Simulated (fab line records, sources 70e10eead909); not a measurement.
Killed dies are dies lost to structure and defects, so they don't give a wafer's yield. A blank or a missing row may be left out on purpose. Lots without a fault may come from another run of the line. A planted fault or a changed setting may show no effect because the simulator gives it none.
Chamber matching | flow nand_harc | NHARC_P_M0_PRE_CLEAN_31 on pecvd-04: 3 sister chambers
The step time 12 s. 14 wafers are shown with their chamber, then 7 later ones without.

WAFERS WITH THEIR CHAMBER
wafer  | chamber | heater_power_w (W) | rf_fwd_power_W (W)
L076.3 | 2       | 725                | 293.7
L076.5 | 1       | 596                | 293.4
L076.6 | 2       | 706                | 292.4
L079.1 | 2       | 699                | 294.5
L079.4 | 1       | 618                | 292.5
L079.6 | 2       | 738                | 293.1
L082.1 | 2       | 806                | 291.5
L082.3 | 0       | 694                | 293.0
L082.6 | 0       | 683                | 293.6
L087.4 | 1       | 598                | 293.0
L087.5 | 2       | 687                | 291.5
L087.6 | 0       | 664                | 293.2
L089.1 | 2       | 716                | 293.6
L089.2 | 1       | 571                | 292.4

SIGNATURES (means of the wafers above)
reading        | chamber 0 | chamber 1 | chamber 2 | scatter within a chamber
heater_power_w | 680.33    | 595.75    | 725.29    | 31.4
rf_fwd_power_W | 293.267   | 292.825   | 292.900   | 0.891
Rule: a wafer's distance from a chamber is the root of the sum, over the readings, of the square of ((its reading less the chamber's mean) divided by the reading's scatter). The wafer belongs to the nearest chamber; if the next one is less than 2 further off, it can't be placed. The scatter: the root of (the sum of the squares of (reading less its chamber's mean) over the shown wafers, divided by (wafers less chambers)).

WAFERS WITHOUT THEIR CHAMBER
wafer  | heater_power_w (W) | rf_fwd_power_W (W)
L089.3 | 711                | 292.9
L095.1 | 601                | 292.1
L095.2 | 823                | 292.9
L095.5 | 825                | 292.2
L097.1 | 789                | 292.1
L097.3 | 641                | 293.3
L097.6 | 806                | 291.8

WHICH CHAMBER EACH WENT THROUGH
wafer  | from the rows above          | in truth
L089.3 | can't be placed: 2 or 0      | 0
L095.1 | 1                            | 1
L095.2 | can't be placed: 2 or 0      | 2
L095.5 | can't be placed: 2 or 0      | 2
L097.1 | can't be placed: 2 or 0      | 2
L097.3 | can't be placed: 0 or 1 or 2 | 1
L097.6 | can't be placed: 2 or 0      | 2
Placed correctly: 1 of 7. Can't be placed from these rows: 6 (the true chamber is among the candidates in 6). Placed wrongly: 0.
